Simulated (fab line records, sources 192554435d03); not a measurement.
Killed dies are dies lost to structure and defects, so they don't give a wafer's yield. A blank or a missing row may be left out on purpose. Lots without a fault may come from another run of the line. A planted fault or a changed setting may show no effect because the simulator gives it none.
fab line records | flow n5_finfet
record lots=7 wafers=21
route steps=1938 shown HKMG_FIN@424 GATE_CUT@501 MOL_CONTACT_COAG@610 BEOL_M0@715 BEOL_M3@950 BEOL_M4@1026 BEOL_M5@1157
start_h: hours from the record's first day to the start of the lot's first wafer shown | wait_h: hours since the lot's step before | " the same as in the row above | L1.1+2: a row that stands for several wafers | - no value, or no start given | * or withheld: withheld | < > ~ a bound
route shown NAME@n: a module of which the file shows steps, and the number in the route of the first | usual: mean/standard deviation of fault-free wafers | same: alike in all rows | chamber/n: place in a boat | sites: the reading at each site | _std_site: their standard deviation | _edge_site: outer sites' mean less inner sites' | radius_mm: how far each site lies from the wafer's centre | mask NAME#n: copy n | behind: the tool/chamber that last shaped the wafer | hold: why the lot was held/for how many hours/how that ended | device: the transistor (n, p or np) that didn't switch | end of line: the same wafers' tests at the end of the route | a step without rows: its recipe alone | killed: dies lost to structure and defects at the first sort, not the wafer's yield | map: a wafer's dies, x killed, . not, _ none there
set.NAME: the setting as run; set.NAME@STEP: as run at that earlier step | model.NAME: the simulator's own value behind a step, which no gauge read
lots whose settings were changed on purpose; a table a step, a row a wafer
## steps
# step N5_HKMG_FIN_COAT_06
# recipe resist=CAR-ArF spin_rpm=1500 resist_thk_nm=90
# columns lot.wafer tool chamber start_h wait_h set.spin_rpm model.CAR-ArF_of_HKMG_FIN_COAT_06.thk_nm
L076.1 litho_track-03 0 - - 1500 90.4
L076.3+4 " 0 " " 1439 92.2
L078.2 litho_track-05 0 - - 1371 94
L078.3 " 0 " " 1500 90
L078.5 " 0 " " 1371 93.8
L080.4 litho_track-05 0 - - 1500 90.2
L080.5+6 " 0 " " 1500 90
L090.3+4 litho_track-05 0 - - 1500 89.8
L090.5 " 0 " " 1500 90
L091.1 litho_track-04 0 - - 1377 93.8
L091.3 " 0 " " 1500 89.8
L091.4 " 0 " " 1377 93.6
L093.4 litho_track-03 0 - - 1500 90
L093.5 " 0 " " 1500 89.6
L093.6 " 0 " " 1500 89.8
L095.1+4 litho_track-04 0 - - 1405 92.8
L095.5 " 0 " " 1405 92.6
# step N5_GATE_CUT_CUT_ETCH_54
# recipe chemistry=Cl2/BCl3 target=TiN mask_material=SiO2 target_depth_a=967 pressure_mtorr=10 icp_w=1000 bias_w=126 Cl2_flow_sccm=53.25 bcl3_flow_sccm=21.75 Ar_flow_sccm=25 ends=cleared
# usual etch_rf_on_time_s=36.7/0.91
# columns lot.wafer tool chamber start_h wait_h set.icp_w etch_rf_on_time_s
L076.1 rie_metal-02 1 95.84 0.0 1000 38.5
L076.3 " 1 " " 850.3 43.8
L076.4 " 0 " " 1000 36.5
L078.2 rie_metal-01 1 107.61 0.0 890.6 39.3
L078.3 " 0 " " 890.6 42.3
L078.5 " 1 " " 1000 35.6
L080.4 rie_metal-02 1 119.69 0.0 1000 38.5
L080.5 " 1 " " 1000 38.2
L080.6 " 0 " " 1000 37.0
L090.3 rie_metal-03 0 181.83 0.0 1000 37.1
L090.4 " 1 " " 1000 36.5
L090.5 " 0 " " 1000 37.4
L091.1 rie_metal-03 1 189.47 0.0 1000 36.6
L091.3 " 0 " " 1000 37.4
L091.4 " 1 " " 946.2 38.9
L093.4 rie_metal-01 0 200.80 0.0 1000 36.9
L093.5 " 1 " " 857.3 40.8
L093.6 " 0 " " 1000 36.7
L095.1 rie_metal-01 1 212.85 0.0 1000 35.3
L095.4 " 1 " " 1000 35.3
L095.5 " 1 " " 1000 35.5
# step N5_GATE_CUT_ALD_22
# recipe material=SiNx target_thk_a=160 temp_c=400 ald_precursor_family=SiH2I2 ald_co_reactant=N2/H2-plasma pulse_time_s=1 ald_cycles=320 purge_time_s=2 co_reactant_purge_time_s=2 pressure_torr=2
# columns lot.wafer tool chamber start_h wait_h set.ald_cycles model.SiNx_of_GATE_CUT_ALD_22.thk_nm
L076.1 ald_sin-02 0 96.22 0.0 269 13.4
L076.3 " 2 " " 269 13.6
L076.4 " 1 " " 320 16
L078.2+3+5 ald_sin-04 1,3,0 108.04 0.0 320 16
L080.4+5+6 ald_sin-02 1,0,3 120.05 0.0 320 16
L090.3+4+5 ald_sin-04 2,0,3 182.20 0.0 320 16
L091.1+4 ald_sin-03 0,1 191.29 1.5 341 17
L091.3 " 2 " " 320 16.2
L093.4+5 ald_sin-04 0 201.17 0.0 372 18.6
L093.6 " 3 " " 320 16
L095.1+4 ald_sin-02 0,2 213.91 0.7 354 17.8
L095.5 " 1 " " 320 16
# step N5_MOL_CONTACT_COAG_ETCH_67
# recipe chemistry=N2/H2 target=SOC target_depth_a=600 overetch_a=210 mask_material=SiARC temp_c=40 time_s=101.2 ion_energy_ev=200 pressure_mtorr=30 source_w=840 bias_w=150 n2_flow_sccm=200 h2_flow_sccm=200
# usual rf_vpp_V=523/3.2
# columns lot.wafer tool chamber start_h wait_h set.source_w rf_vpp_V
L076.1 rie_diel-06 1 111.91 0.0 840 523
L076.3 " 2 " " 840 525
L076.4 " 3 " " 840 518
L078.2 rie_diel-03 0 125.95 0.0 788.5 535
L078.3 " 1 " " 788.5 538
L078.5 " 3 " " 840 520
L080.4 rie_diel-02 2 137.66 0.1 840 525
L080.5 " 1 " " 840 529
L080.6 " 2 " " 840 525
L090.3 rie_diel-03 2 198.81 0.0 768.3 535
L090.4 " 0 " " 768.3 542
L090.5 " 3 " " 840 519
L091.1 rie_diel-06 3 207.51 0.0 759.3 535
L091.3 " 0 " " 759.3 544
L091.4 " 2 " " 840 523
L093.4 rie_diel-02 2 216.09 0.0 690.8 562
L093.5 " 0 " " 840 525
L093.6 " 1 " " 840 526
L095.1 rie_diel-06 0 230.24 0.0 840 525
L095.4 " 0 " " 732.9 550
L095.5 " 2 " " 840 523
# step N5_BEOL_M0_ETCH_138
# recipe chemistry=CH3F/O2 target_depth_a=120 target=SiCN time_s=31.6 ion_energy_ev=120 pressure_mtorr=30 source_w=395 bias_w=75 Ar_flow_sccm=150 CH3F_flow_sccm=30 O2_flow_sccm=20 ends=cleared
# usual rf_vpp_V=297.0/1.8
# columns lot.wafer tool chamber start_h wait_h set.source_w rf_vpp_V
L076.1 rie_diel-06 2 124.37 0.0 395 296.6
L076.3 " 1 " " 395 297.1
L076.4 " 0 " " 395 298.9
L078.2 rie_diel-06 3 138.50 0.0 395 295.5
L078.3 " 0 " " 339.9 313.7
L078.5 " 0 " " 395 298.7
L080.4 rie_diel-03 2 151.41 0.0 395 295.6
L080.5 " 3 " " 395 294.2
L080.6 " 2 " " 395 296.4
L090.3 rie_diel-03 3 212.56 0.0 355 305.8
L090.4 " 2 " " 355 305.2
L090.5 " 1 " " 395 297.2
L091.1 rie_diel-03 2 221.08 0.0 395 294.4
L091.3 " 1 " " 395 299.6
L091.4 " 0 " " 395 296.4
L093.4 rie_diel-03 2 228.50 0.0 454.4 282.0
L093.5 " 1 " " 395 300.2
L093.6 " 2 " " 454.4 281.4
L095.1 rie_diel-03 2 251.54 0.0 454.7 282.0
L095.4 " 0 " " 395 296.8
L095.5 " 3 " " 395 294.4
# step N5_BEOL_M0_ETCH_109
# recipe chemistry=CH3F/O2 target_depth_a=80 overetch_a=24 target=SiCN time_s=27.4 ion_energy_ev=120 pressure_mtorr=30 source_w=395 bias_w=75 Ar_flow_sccm=150 CH3F_flow_sccm=30 O2_flow_sccm=20
# usual rf_vpp_V=297.7/1.8
# columns lot.wafer tool chamber start_h wait_h set.bias_w rf_vpp_V
L078.2 rie_diel-02 1 146.47 0.3 75 299.0
L078.3 " 0 " " 87.22 328.3
L078.5 " 0 " " 87.22 328.1
L076.1 rie_diel-03 1 147.83 0.2 75 298.2
L076.3 " 2 " " 62.38 261.3
L076.4 " 0 " " 62.38 266.3
L080.4 rie_diel-06 3 152.76 0.1 75 295.0
L080.5 " 1 " " 75 296.6
L080.6 " 2 " " 75 298.8
L090.3 rie_diel-02 1 215.73 0.3 75 300.5
L090.4 " 0 " " 81.63 315.1
L090.5 " 0 " " 81.63 314.8
L091.1 rie_diel-02 1 228.89 0.0 61.98 265.9
L091.3 " 3 " " 75 298.8
L091.4 " 0 " " 75 297.9
L093.4 rie_diel-02 3 241.69 0.0 80.1 311.6
L093.5 " 1 " " 75 297.8
L093.6 " 2 " " 80.1 311.7
L095.1 rie_diel-03 2 253.46 0.2 75 295.8
L095.4 " 3 " " 75 295.6
L095.5 " 1 " " 75 300.2
# step N5_BEOL_M3_ETCH_64
# recipe chemistry=N2/H2 target=SOC target_depth_a=750 overetch_a=150 mask_material=SiARC temp_c=40 time_s=112.5 ion_energy_ev=200 pressure_mtorr=30 source_w=840 bias_w=150 n2_flow_sccm=200 h2_flow_sccm=200
# columns lot.wafer tool chamber start_h wait_h set.time_s model.SiARC_of_BEOL_M3_COAT_62.thk_nm
L078.2+5 rie_diel-05 2 212.14 0.0 112.5 6.8
L078.3 " 0 " " 112.5 7
L080.4+6 rie_diel-01 2 273.05 0.0 112.5 6.8
L080.5 " 1 " " 112.5 7
L076.1+3 rie_diel-01 3,2 275.34 0.0 112.5 6.8
L076.4 " 3 " " 112.5 6.6
L090.3+5 rie_diel-01 0 318.54 0.0 112.5 7
L090.4 " 3 " " 134.1 5.6
L091.1+3+4 rie_diel-04 3,2,0 329.59 0.0 112.5 6.8
L093.4 rie_diel-04 3 332.55 0.0 112.5 6.8
L093.5 " 1 " " 101 7.2
L093.6 " 0 " " 112.5 7
L095.1 rie_diel-01 1 341.87 0.0 112.5 6.8
L095.4 " 0 " " 99.12 7.6
L095.5 " 2 " " 99.12 7.4
# step N5_BEOL_M3_COAT_67
# recipe resist=SOC temp_c=250 time_s=60 spin_rpm=1500 resist_thk_nm=60
# columns lot.wafer tool chamber start_h wait_h set.spin_rpm model.SOC_of_BEOL_M3_COAT_67.thk_nm
L078.2 litho_track-04 0 212.53 0.0 1583 58.4
L078.3 " 0 " " 1583 58.6
L078.5 " 0 " " 1500 60
L080.4+5 litho_track-04 0 273.43 0.0 1500 59.8
L080.6 " 0 " " 1500 60
L076.1 litho_track-03 0 276.07 0.0 1500 60.2
L076.3+4 " 0 " " 1500 60
L090.3 litho_track-04 0 319.02 0.0 1428 61.8
L090.4 " 0 " " 1500 60.2
L090.5 " 0 " " 1500 60
L091.1+4 litho_track-02 0 330.02 0.0 1655 57
L091.3 " 0 " " 1655 57.2
L093.4 litho_track-03 0 333.03 0.0 1500 60
L093.5+6 " 0 " " 1500 60.2
L095.1 litho_track-02 0 342.33 0.0 1500 60.2
L095.4 " 0 " " 1500 60
L095.5 " 0 " " 1667 57
# step N5_BEOL_M3_COAT_68
# recipe resist=SiARC temp_c=220 time_s=60 spin_rpm=1500 resist_thk_nm=12
# step N5_BEOL_M3_COAT_76
# recipe resist=underlayer temp_c=205 time_s=60 spin_rpm=1500 resist_thk_nm=5
# step N5_BEOL_M3_ALD_98
# recipe material=SiO2 target_thk_a=25 temp_c=100 ald_precursor_family=BDEAS ald_co_reactant=O2-plasma pulse_time_s=1 co_reactant_pulse_time_s=1 purge_time_s=2 co_reactant_purge_time_s=2 ald_cycles=17 pressure_torr=2
# step N5_BEOL_M3_ETCHBACK_99
# recipe chemistry=CHF3 target=SiO2 target_depth_a=50 time_s=10.4 source_w=215 bias_w=47 Ar_flow_sccm=200 CHF3_flow_sccm=12 ion_energy_ev=100 pressure_mtorr=30
# step N5_BEOL_M3_ETCH_70
# recipe chemistry=N2/H2 target=SOC target_depth_a=800 overetch_a=160 mask_material=SiARC temp_c=40 time_s=120 ion_energy_ev=200 pressure_mtorr=30 source_w=840 bias_w=150 n2_flow_sccm=200 h2_flow_sccm=200
# columns lot.wafer tool chamber start_h wait_h set.spin_rpm@BEOL_M3_COAT_67 model.etch.depth_nm
L078.2 rie_diel-05 0 252.99 0.0 1583 58.45
L078.3 " 3 " " 1583 58.51
L078.5 " 2 " " 1500 60.07
L076.1 rie_diel-01 2 296.98 0.0 1500 60.16
L076.3 " 1 " " 1500 60.03
L076.4 " 3 " " 1500 60.04
L080.4 rie_diel-04 3 297.06 0.0 1500 59.89
L080.5 " 2 " " 1500 59.82
L080.6 " 3 " " 1500 59.94
L090.3 rie_diel-05 2 337.53 0.0 1428 61.7
L090.4 " 1 " " 1500 60.24
L090.5 " 3 " " 1500 60.09
L091.1 rie_diel-04 1 338.02 0.0 1655 56.95
L091.3 " 0 " " 1655 57.11
L091.4 " 3 " " 1655 57.07
L093.4 rie_diel-04 2 372.36 0.0 1500 60.07
L093.5 " 0 " " 1500 60.26
L093.6 " 3 " " 1500 60.13
L095.1 rie_diel-01 2 382.43 0.0 1500 60.16
L095.4 " 1 " " 1500 60.02
L095.5 " 3 " " 1667 57.07
# step N5_BEOL_M3_STRIP_71
# recipe chemistry=N2/H2 temp_c=40 n2_flow_sccm=200 h2_flow_sccm=200 rf_frequency_hz=6e+07
# step N5_BEOL_M3_STRIP_78
# recipe chemistry=N2/H2 temp_c=40 n2_flow_sccm=200 h2_flow_sccm=200 rf_frequency_hz=6e+07
# step N5_BEOL_M3_VIA_ETCH_34
# recipe chemistry=C4F6/O2 target_depth_a=694 mask_material=SOC pressure_mtorr=15 ion_energy_ev=250 taper_deg=4 time_s=65.9 source_w=350 bias_w=170 Ar_flow_sccm=300 C4F6_flow_sccm=10 O2_flow_sccm=10
# columns lot.wafer tool chamber start_h wait_h set.spin_rpm@BEOL_M3_COAT_67 model.SOC_of_BEOL_M3_COAT_67.thk_nm
L078.2 rie_diel-05 0 253.09 0.0 1583 50.6
L078.3 " 3 " " 1583 50.2
L078.5 " 2 " " 1500 52
L076.1+3 rie_diel-01 2,1 297.08 0.0 1500 52.2
L076.4 " 3 " " 1500 52
L080.4+6 rie_diel-04 3 297.16 0.0 1500 52
L080.5 " 2 " " 1500 51.8
L090.3 rie_diel-05 2 337.63 0.0 1428 53.8
L090.4 " 1 " " 1500 52.2
L090.5 " 3 " " 1500 51.8
L091.1 rie_diel-04 1 338.12 0.0 1655 48.6
L091.3+4 " 0,3 " " 1655 49.2
L093.4 rie_diel-04 2 372.45 0.0 1500 51.8
L093.5 " 0 " " 1500 52.4
L093.6 " 3 " " 1500 52.2
L095.1+4 rie_diel-01 2,1 382.54 0.0 1500 52.2
L095.5 " 3 " " 1667 48.8
# step N5_BEOL_M4_COAT_62
# recipe resist=SiARC temp_c=220 time_s=60 spin_rpm=1500 resist_thk_nm=12
# columns lot.wafer tool chamber start_h wait_h set.spin_rpm model.SiARC_of_BEOL_M4_COAT_62.thk_nm
L078.2+3+5 litho_track-05 0 - - 1500 12
L076.1+4 litho_track-01 0 - - 1618 11.6
L076.3 " 0 " " 1500 12
L080.4+5+6 litho_track-05 0 - - 1500 12
L090.3+4+5 litho_track-03 0 - - 1550 11.8
L091.1+4 litho_track-03 0 - - 1333 12.8
L091.3 " 0 " " 1500 12
L093.4+5+6 litho_track-01 0 - - 1500 12
L095.1+5 litho_track-01 0 - - 1435 12.2
L095.4 " 0 " " 1500 12
# step N5_BEOL_M4_COAT_73
# recipe resist=underlayer temp_c=205 time_s=60 spin_rpm=1500 resist_thk_nm=5
# columns lot.wafer tool chamber start_h wait_h set.spin_rpm
L078.2 litho_track-05 0 - - 1338
L078.3+5 " 0 " " 1500
L076.1 litho_track-01 0 - - 1500
L076.3+4 " 0 " " 1341
L080.4+5+6 litho_track-05 0 - - 1500
L090.3+4 litho_track-03 0 - - 1500
L090.5 " 0 " " 1446
L091.1+4 litho_track-03 0 - - 1658
L091.3 " 0 " " 1500
L093.4+5 litho_track-01 0 - - 1398
L093.6 " 0 " " 1500
L095.1+4+5 litho_track-01 0 - - 1387
# step N5_BEOL_M4_COAT_05
# recipe resist=CAR-EUV spin_rpm=1500 resist_thk_nm=30
# step N5_BEOL_M4_EBR_07
# recipe solvent=PGMEA ebr_width_mm=1.5
# step N5_BEOL_M4_DESCUM_16
# recipe chemistry=O2 time_s=7 source_power_w=50 bias_power_w=20 pressure_mtorr=20 rf_frequency_hz=2.712e+07 temp_c=40 resist=CAR-EUV o2_flow_sccm=225
# step N5_BEOL_M4_ETCH_74
# recipe chemistry=N2/H2 target=underlayer target_depth_a=65 mask_material=CAR-EUV time_s=5.2 ion_energy_ev=200 pressure_mtorr=30 source_w=840 bias_w=150 n2_flow_sccm=200 h2_flow_sccm=200 ends=cleared
# columns lot.wafer tool chamber start_h wait_h set.spin_rpm@BEOL_M4_COAT_73 model.etch.depth_nm
L078.2 rie_diel-03 3 259.09 0.0 1338 5.263
L078.3 " 2 " " 1500 4.992
L078.5 " 0 " " 1500 4.975
L076.1 rie_diel-06 0 302.86 0.0 1500 5.01
L076.3 " 1 " " 1341 5.305
L076.4 " 2 " " 1341 5.294
L080.4 rie_diel-03 3 302.94 0.0 1500 4.975
L080.5 " 0 " " 1500 4.977
L080.6 " 1 " " 1500 4.987
L090.3 rie_diel-06 3 344.14 0.0 1500 5.012
L090.4 " 3 " " 1500 5.011
L090.5 " 2 " " 1446 5.103
L091.1 rie_diel-06 0 347.33 0.0 1658 4.761
L091.3 " 2 " " 1500 5.006
L091.4 " 2 " " 1658 4.767
L093.4 rie_diel-02 3 380.09 0.0 1398 5.185
L093.5 " 0 " " 1398 5.182
L093.6 " 3 " " 1500 5.002
L095.1 rie_diel-03 1 388.00 0.0 1387 5.212
L095.4 " 2 " " 1387 5.203
L095.5 " 2 " " 1387 5.213
# step N5_BEOL_M4_ETCH_63
# recipe chemistry=CF4 target=SiARC target_depth_a=156 mask_material=CAR-EUV time_s=26 ion_energy_ev=80 pressure_mtorr=40 source_w=545 bias_w=36 Ar_flow_sccm=100 cf4_flow_sccm=100 ends=cleared
# columns lot.wafer tool chamber start_h wait_h set.spin_rpm@BEOL_M4_COAT_62 model.etch.depth_nm
L078.2+3 rie_diel-03 3,2 259.10 0.0 1500 12.01
L078.5 " 0 " " 1500 12
L076.1 rie_diel-06 0 302.87 0.0 1618 11.52
L076.3 " 1 " " 1500 11.99
L076.4 " 2 " " 1618 11.57
L080.4 rie_diel-03 3 302.96 0.0 1500 12.03
L080.5 " 0 " " 1500 12.02
L080.6 " 1 " " 1500 12
L090.3 rie_diel-06 3 344.16 0.0 1550 11.81
L090.4 " 3 " " 1550 11.82
L090.5 " 2 " " 1550 11.8
L091.1 rie_diel-06 0 347.34 0.0 1333 12.73
L091.3 " 2 " " 1500 11.99
L091.4 " 2 " " 1333 12.71
L093.4 rie_diel-02 3 380.10 0.0 1500 11.96
L093.5 " 0 " " 1500 11.95
L093.6 " 3 " " 1500 11.98
L095.1 rie_diel-03 1 388.02 0.0 1435 12.29
L095.4 " 2 " " 1500 11.99
L095.5 " 2 " " 1435 12.3
# step N5_BEOL_M5_VIA_ETCH_34
# recipe chemistry=C4F6/O2 target=SiCOH_lowk target_depth_a=883 mask_material=SOC taper_deg=4 time_s=39.2 ion_energy_ev=250 pressure_mtorr=30 source_w=345 bias_w=185 Ar_flow_sccm=300 C4F6_flow_sccm=10 O2_flow_sccm=10
# usual rf_vpp_V=669/15
# columns lot.wafer tool chamber start_h wait_h set.source_w rf_vpp_V model.etch.depth_nm
L078.2 rie_diel-01 1 320.65 0.0 282.9 746 80.4
L078.3 " 0 " " 345 647 86.75
L078.5 " 3 " " 282.9 754 82.74
L080.4 rie_diel-01 0 364.75 0.0 345 646 86.85
L080.5 " 1 " " 345 673 87.3
L080.6 " 0 " " 345 644 86.77
L076.1 rie_diel-05 1 375.27 0.0 345 665 88.66
L076.3 " 2 " " 345 669 87.79
L076.4 " 3 " " 345 640 90.1
L091.1 rie_diel-01 1 405.48 0.0 345 673 86.88
L091.3 " 2 " " 310.9 703 83.39
L091.4 " 2 " " 310.9 704 84.23
L090.3 rie_diel-05 1 412.41 0.0 345 664 88.08
L090.4 " 0 " " 293.1 715 81.55
L090.5 " 1 " " 293.1 723 83.29
L093.4 rie_diel-04 1 441.63 0.0 381.1 652 94.62
L093.5 " 3 " " 345 696 85.72
L093.6 " 2 " " 345 669 87.33
L095.1 rie_diel-04 3 442.01 0.0 345 694 84.44
L095.4 " 2 " " 345 668 86.49
L095.5 " 2 " " 385.9 631 91.25
## key
split step=N5_HKMG_FIN_COAT_06 setting=spin_rpm stated=1500 by=wafer
response step=N5_HKMG_FIN_COAT_06 reading=model.CAR-ArF_of_HKMG_FIN_COAT_06.thk_nm change=-0.462 per=1% r=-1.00
split step=N5_GATE_CUT_CUT_ETCH_54 setting=icp_w stated=1000 by=wafer
response step=N5_GATE_CUT_CUT_ETCH_54 reading=etch_rf_on_time_s change=* per=1% r=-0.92
split step=N5_GATE_CUT_ALD_22 setting=ald_cycles stated=320 by=wafer
response step=N5_GATE_CUT_ALD_22 reading=model.SiNx_of_GATE_CUT_ALD_22.thk_nm change=+0.158 per=1% r=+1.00
split step=N5_MOL_CONTACT_COAG_ETCH_67 setting=source_w stated=840 by=wafer
response step=N5_MOL_CONTACT_COAG_ETCH_67 reading=rf_vpp_V change=-2.07 per=1% r=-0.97
split step=N5_BEOL_M0_ETCH_138 setting=source_w stated=395 by=wafer
response step=N5_BEOL_M0_ETCH_138 reading=rf_vpp_V change=-1.06 per=1% r=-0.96
split step=N5_BEOL_M0_ETCH_109 setting=bias_w stated=75 by=wafer
response step=N5_BEOL_M0_ETCH_109 reading=rf_vpp_V change=+1.89 per=1% r=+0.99
split step=N5_BEOL_M3_ETCH_64 setting=time_s stated=112.5 by=wafer
response step=N5_BEOL_M3_ETCH_64 reading=model.SiARC_of_BEOL_M3_COAT_62.thk_nm change=-0.0623 per=1% r=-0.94
split step=N5_BEOL_M3_COAT_67 setting=spin_rpm stated=1500 by=wafer
response step=N5_BEOL_M3_COAT_67 reading=model.SOC_of_BEOL_M3_COAT_67.thk_nm change=-0.287 per=1% r=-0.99
response step=N5_BEOL_M3_ETCH_70 reading=model.etch.depth_nm change=-0.28 per=1% r=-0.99
response step=N5_BEOL_M3_VIA_ETCH_34 reading=model.SOC_of_BEOL_M3_COAT_67.thk_nm change=-0.312 per=1% r=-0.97
split step=N5_BEOL_M4_COAT_62 setting=spin_rpm stated=1500 by=wafer
response step=N5_BEOL_M4_COAT_62 reading=model.SiARC_of_BEOL_M4_COAT_62.thk_nm change=-0.0631 per=1% r=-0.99
response step=N5_BEOL_M4_ETCH_63 reading=model.etch.depth_nm change=-0.0632 per=1% r=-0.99
split step=N5_BEOL_M4_COAT_73 setting=spin_rpm stated=1500 by=wafer
response step=N5_BEOL_M4_ETCH_74 reading=model.etch.depth_nm change=-0.0255 per=1% r=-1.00
split step=N5_BEOL_M5_VIA_ETCH_34 setting=source_w stated=345 by=wafer
response step=N5_BEOL_M5_VIA_ETCH_34 reading=rf_vpp_V change=-4.34 per=1% r=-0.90
response step=N5_BEOL_M5_VIA_ETCH_34 reading=model.etch.depth_nm change=+0.403 per=1% r=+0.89
